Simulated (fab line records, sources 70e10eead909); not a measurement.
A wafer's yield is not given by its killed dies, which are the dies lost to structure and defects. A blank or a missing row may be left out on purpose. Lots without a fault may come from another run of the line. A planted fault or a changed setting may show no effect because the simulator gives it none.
Matching of chambers | flow nand_harc | NHARC_P_GATE_STRIP_108 on rie_diel-05: 4 sister chambers
The step strips in O2. 4 wafers are shown with their chamber, then 11 later ones without.

WAFERS PAIRED WITH THEIR CHAMBERS
wafer  | chamber | showerhead_plenum_p_Torr (Torr)
L080.6 | 2       | 3.54
L087.1 | 1       | 3.58
L087.2 | 3       | 3.75
L089.1 | 0       | 3.60

WAFERS MISSING THEIR CHAMBER
wafer  | showerhead_plenum_p_Torr (Torr)
L089.3 | 3.58
L089.4 | 3.75
L092.3 | 3.59
L092.4 | 3.54
L092.6 | 3.75
L094.2 | 3.59
L094.5 | 3.58
L094.6 | 3.54
L095.1 | 3.58
L095.2 | 3.75
L095.3 | 3.54

WHICH CHAMBER EACH ONE RAN IN
wafer  | from the rows above     | in truth
L089.3 | 1                       | 1
L089.4 | 3                       | 3
L092.3 | can't be placed: 1 or 0 | 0
L092.4 | 2                       | 2
L092.6 | 3                       | 3
L094.2 | can't be placed: 1 or 0 | 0
L094.5 | 1                       | 1
L094.6 | 2                       | 2
L095.1 | 1                       | 1
L095.2 | 3                       | 3
L095.3 | 2                       | 2
9 of 11 placed correctly. Cannot be placed on the basis of these rows: 2; the candidates contain the true chamber in 2. Placed wrongly: 0.
How it was worked out, from the rows above alone: a wafer's distance from a chamber is the root of the sum, over the readings, of the square of ((its reading less the chamber's mean) divided by the reading's scatter). If the next closest chamber is less than 2 further off than the closest, the wafer can't be placed; otherwise it belongs to the closest. The mean given for a chamber averages the wafers shown for that chamber. The scatter: root of mean squared gap, hidden wafer to nearest shown wafer, with one shown wafer a chamber.
